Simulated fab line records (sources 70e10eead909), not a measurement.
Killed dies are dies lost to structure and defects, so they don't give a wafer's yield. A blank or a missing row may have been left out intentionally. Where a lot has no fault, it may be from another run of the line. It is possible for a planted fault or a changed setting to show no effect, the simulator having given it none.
2 desks looking at one fault ; flow nand-harc ; only its own numbers are on each desk; what lay behind them is given at the end

DESK OF THE TOOL OWNER: pecvd-03
The tool's own readings at NHARC_A_ONON_D1_DEP_33 (deposits SiO2, target thk 200 nm): means of the sampled wafers that have a number, for each lot that ran on this tool. Any lot whose mean is over 4 standard deviations away from the usual mean is out of limits and marked OUT; that distance is given in the brackets.
Columns: A = heater-power-w at NHARC_A_ONON_D1_DEP_33, usual 549 W; B = mfc-precursor-sccm at NHARC_A_ONON_D1_DEP_33, usual 161.4 sccm; C = throttle-valve-pct at NHARC_A_ONON_D1_DEP_33, usual 15.7 %
lot;first seen here;A;B;C
L223;day 8 12:13;532;161.4;15.4
L230;day 11 11:47;501;160.9;15.5
L232;day 12 04:34;490;161.0;15.7
L234;day 13 04:46;521;157.4 (-8.2) OUT;15.6
L243;day 17 00:43;536;161.5;15.3
This desk finds L234 out of limits, L234 being first, at day 13 04:46 (mfc-precursor-sccm at NHARC_A_ONON_D1_DEP_33). Within limits: L223, L230, L232, L243.

AT THE METROLOGY DESK
Means of the sampled wafers that have a number, per lot and without regard to the tool the lot ran on: this is what the gauges read. Any lot whose mean is over 4 standard deviations away from the usual mean is out of limits and marked OUT; that distance is given in the brackets.
Columns: A = thk-nm at NHARC_A_SOURCE_PLATE_THK_MEAS_06, usual 200.8 nm; B = thk-nm at NHARC_A_ONON_D1_THK_MEAS_02, usual 996 nm; C = thk-nm at NHARC_A_ONON_D1_THK_MEAS_34, usual 198.8 nm
lot;first seen here;A;B;C
L222;day 7 22:34;200.6;993;196.5
L223;day 7 22:34;199.3;1004;198.8
L224;day 8 10:00;198.8;1015;196.7
L225;day 9 04:01;202.3;991;198.1
L226;day 9 04:02;205.3;990;202.2
L229;day 10 13:29;198.9;982;196.5
L230;day 10 22:38;200.4;1002;202.5
L232;day 11 15:30;200.4;990;198.5
L234;day 12 13:18;200.0;1003;197.5
L242;day 15 23:50;200.9;989;196.0
L243;day 16 11:37;200.9;1004;198.8
L244;day 16 11:37;201.7;997;198.9
L245;day 17 04:59;198.2;999;196.4
This desk's finding: nothing out of limits on any of the 13 lots.

TAKEN TOGETHER
The tool owner's desk had the chance to raise an alarm at day 13 04:46 on L234.
The metrology desk saw nothing out of limits.
The metrology desk has L234 on record, within its limits.
The lots listed all ran NHARC_A_ONON_D1_DEP_33 on pecvd-03.

WHAT THE SIMULATOR HAD PUT IN
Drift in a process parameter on pecvd-03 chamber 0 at NHARC_A_ONON_D1_DEP_33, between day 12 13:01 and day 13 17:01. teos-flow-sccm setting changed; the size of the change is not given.
Shown lots that were struck: L234.
Delay in hours, fault start to first out-of-limits reading, by desk: the tool owner's desk at 16.
